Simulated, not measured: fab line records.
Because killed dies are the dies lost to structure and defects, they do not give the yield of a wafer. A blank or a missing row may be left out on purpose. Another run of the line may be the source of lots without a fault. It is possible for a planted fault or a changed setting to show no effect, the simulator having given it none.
Struck lot and sound lot, side by side / flow nand_harc / 15 out of 1159 route steps
Sound: wafers L878.1, L878.3, L878.6. Struck: wafer L897.5 (L897.1, L897.6, from the same lot, were not struck and are left out); the cause is given at the end.
For every step that has rows: the tool of each side, followed by ch and its chambers, followed by its first start. Under that, the readings that differ: sound wafers / struck wafers / difference of the means / sigmas: that difference in standard deviations of wafers without a fault.
alike: words and numbers the same on both sides, and readings whose means are apart by under 2 such deviations; not compared: readings that were withheld, readings missing a value for some wafer, numbers with overlapping values and no deviation given by the record, and bounds like >300 which may hide the same value.
A row with sigmas, a row that says differs or no value, or rows on one side alone: a step with any of these is where the two part. Non-overlapping numbers with no deviation appear without sigmas and do not part them. Lack of a reading on every wafer of one side parts them only where that side has two or more wafers.

first, 1 step without rows for these wafers: NHARC_A_ONON_D1_DEP_09 (target thk 1000 nm).
NHARC_A_ONON_D1_THK_MEAS_11: measures by ellipsometry.
  sound: film_metro-01 at day 7 12:04; struck: film_metro-01 at day 12 19:45
  alike: thk_nm
next comes 1 step that has no rows for these wafers: NHARC_A_ONON_D1_DEP_12 (target thickness 1000 nm).
NHARC_A_ONON_D1_THK_MEAS_14: measures by ellipsometry.
  sound: film_metro-02 at day 7 12:38; struck: film_metro-01 at day 12 20:20
  alike: thk_nm
then, 2 steps without rows for these wafers: NHARC_A_ONON_D1_ANNEAL_15 (time 3600 s); NHARC_A_ONON_D1_DEP_16 (target thk 1000 nm).
NHARC_A_ONON_D1_THK_MEAS_18: measures by ellipsometry.
  sound: film_metro-01 at day 7 21:01; struck: film_metro-01 at day 13 11:14
  alike: thk_nm
next comes 1 step that has no rows for these wafers: NHARC_A_ONON_D1_DEP_19 (target thickness 1000 nm).
NHARC_A_ONON_D1_THK_MEAS_21: measures by ellipsometry.
  sound: film_metro-01 at day 7 21:42; struck: film_metro-01 at day 13 11:48
reading=thk_nm (nm); sound=996 994 995; struck=1021; difference=+26; sigmas=+2
next comes 1 step that has no rows for these wafers: NHARC_A_ONON_D1_DEP_22 (target thickness 1000 nm).
NHARC_A_ONON_D1_THK_MEAS_24: measures by ellipsometry.
  sound: film_metro-01 at day 7 22:16; struck: film_metro-02 at day 13 12:22
  alike: thk_nm
NHARC_A_ONON_D1_DEP_25: target thk 1000 nm.
  sound on pecvd_onon-03 ch 0, day 7 22:20; struck on pecvd_onon-03 ch 0, day 13 12:25
NHARC_A_ONON_D1_THK_MEAS_27: measures by ellipsometry.
  sound: film_metro-02 at day 7 22:50; struck: film_metro-01 at day 13 12:56
reading=thk_nm (nm); sound=1016 1016 1015; struck=780; difference=-236; sigmas=-28
next comes 1 step that has no rows for these wafers: NHARC_A_ONON_D1_DEP_28 (target thickness 1000 nm).
-- jump in the record: it breaks off in module A_ONON_D1 and resumes in module END (first step shown: number 1159 of the route), and 11 days separate the struck wafers' starts before and after --
NHARC_END_SORT_01:
  only the struck wafers appear in the record here, on prober-01 ch 0 at day 24 21:59; the sound ones have no rows

WHERE THEY PART
Last at NHARC_END_SORT_01 as far as this record goes, first at NHARC_A_ONON_D1_THK_MEAS_21.

WHY: the cause the simulator had injected
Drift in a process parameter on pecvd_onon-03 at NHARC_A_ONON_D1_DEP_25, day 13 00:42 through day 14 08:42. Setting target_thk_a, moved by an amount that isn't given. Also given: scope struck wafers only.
